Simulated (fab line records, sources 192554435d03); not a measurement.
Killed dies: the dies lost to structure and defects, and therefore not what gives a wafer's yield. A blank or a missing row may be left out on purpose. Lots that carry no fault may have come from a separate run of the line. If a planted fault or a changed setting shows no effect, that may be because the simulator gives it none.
Split-lot study ; flow n5Finfet ; 21 wafers read from 7 lots, route of 1938 steps

SPLIT DETAILS
At N5_BEOL_M10_COAT_63 (time 60 s, resist thk 100 nm), the setting spinRpm was moved away from the recipe's 1500 rpm on 10 of the 21 wafers read, by +2.9% to +9.8%. All remaining wafers had this setting at the recipe value.

FROM THE SPLIT TO THE READING: what the file shows between them, 7 steps
- N5_BEOL_M10_COAT_22: resist thk 90 nm (also split here: spinRpm)
- N5_BEOL_M10_EBR_24
- N5_BEOL_M10_SOFTBAKE_23: time 60 s
- N5_BEOL_M10_DESCUM_33: chemistry O2, time 7.9 s
- N5_BEOL_M10_ETCH_65: etches SiARC in CF4, target depth 39 nm, time 65 s
- N5_BEOL_M10_ETCH_66: etches SOC in N2/H2, target depth 120 nm, overetch 24 nm, time 180 s
- N5_BEOL_M10_STRIP_69: strips in N2/H2

THE READING
SOC_of_BEOL_M10_COAT_63.thkNm (the simulator's own value, which no gauge read), in nm, at N5_BEOL_M10_VIA_ETCH_34 (etches SiCOH lowk in C4F6/O2, target depth 184.5 nm, time 69.2 s). The file does not state a usual value for it. The 11 wafers here that ran the recipe average 92.0 nm, standard deviation 0.28 nm.

wafer;tool, chamber at the split;spinRpm as run, rpm;against the recipe;SOC_of_BEOL_M10_COAT_63.thkNm, nm;against lot-mates on the recipe
L077.1;lithoTrack-02, 0;1562;+4.1%;90;-2.0
L077.2;lithoTrack-02, 0;1562;+4.1%;89.8;-2.2
L077.4;lithoTrack-02, 0;1500;recipe;92;-
L079.1;lithoTrack-01, 0;1500;recipe;92;-
L079.3;lithoTrack-01, 0;1500;recipe;92;-
L079.4;lithoTrack-01, 0;1500;recipe;92.2;-
L087.1;lithoTrack-02, 0;1647;+9.8%;87;-4.6
L087.2;lithoTrack-02, 0;1647;+9.8%;87.2;-4.4
L087.4;lithoTrack-02, 0;1500;recipe;91.6;-
L089.2;lithoTrack-01, 0;1500;recipe;92.2;-
L089.3;lithoTrack-01, 0;1623;+8.2%;88.4;-3.8
L089.6;lithoTrack-01, 0;1623;+8.2%;88.4;-3.8
L093.3;lithoTrack-05, 0;1500;recipe;92;-
L093.5;lithoTrack-05, 0;1500;recipe;92.2;-
L093.6;lithoTrack-05, 0;1500;recipe;92.2;-
L092.2;lithoTrack-02, 0;1544;+2.9%;89.8;-1.6
L092.4;lithoTrack-02, 0;1544;+2.9%;90;-1.4
L092.5;lithoTrack-02, 0;1500;recipe;91.4;-
L096.3;lithoTrack-01, 0;1612;+7.5%;88.6;-3.8
L096.4;lithoTrack-01, 0;1500;recipe;92.4;-
L096.6;lithoTrack-01, 0;1612;+7.5%;88.4;-4.0

THE FIT
A straight line over all 21 wafers: SOC_of_BEOL_M10_COAT_63.thkNm changes by -0.477 nm for each +1% of spinRpm; r = -0.98; the points scatter about the line by 0.34 nm.
The same after taking each lot's own level away (the mean of its wafers on the recipe; 21 wafers): -0.476 nm for each +1%; r = -1.00; scatter 0.16 nm.
The reading moves by 4.7 nm for the largest change in spinRpm, on that fit.
The span of the lots' own levels, 91.40 to 92.40 nm, comes to 3.6 times the standard deviation stated above.
So the lot-to-lot level changes the slope little: the two slopes agree.
Check: with one of the wafers moved furthest among these (+9.8%) left out of the fit, the line predicts -4.72 nm for it against its lot-mates. It came out at -4.6 nm against them.

OTHER SPLITS ON THESE WAFERS
Note: prior to the reading, these wafers also went through further splits. Each is held against what the fit with the lots' levels taken away leaves over:
other split on the same wafers;wafers away from the commonest value;r with SOC_of_BEOL_M10_COAT_63.thkNm (lot level and that fit taken away)
N5_BEOL_M8_EXPOSE_08 doseMj;3;+0.14
N5_BEOL_M8_DEP_56 timeS;5;-0.36
N5_BEOL_M10_COAT_22 spinRpm;5;+0.12

THE WHOLE CHAIN: every reading that the file lists as answering this split, in the file's order
step;what it does;reading;change (the file's fit);r (the file's)
N5_BEOL_M10_COAT_63;time 60 s, resist thk 100 nm;SOC_of_BEOL_M10_COAT_63.thkNm (the simulator's own value, which no gauge read);-0.475 nm for each +1% of the setting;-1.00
N5_BEOL_M10_COAT_22;resist thk 90 nm;CAR-ArF_of_BEOL_M10_COAT_22.thkNm (the simulator's own value, which no gauge read);not straight: 89.76 at the lowest setting, 89.76 at the recipe, 90.4 at the highest;not given
N5_BEOL_M10_ETCH_66;etches SOC in N2/H2, target depth 120 nm, overetch 24 nm, time 180 s;etch.depthNm (the simulator's own value, which no gauge read);-0.474 nm for each +1% of the setting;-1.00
N5_BEOL_M10_VIA_ETCH_34;etches SiCOH lowk in C4F6/O2, target depth 184.5 nm, time 69.2 s;SOC_of_BEOL_M10_COAT_63.thkNm (the simulator's own value, which no gauge read);-0.48 nm for each +1% of the setting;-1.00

THE FILE'S OWN FIT
SOC_of_BEOL_M10_COAT_63.thkNm changes by -0.48 nm for each +1% of spinRpm, r = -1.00.
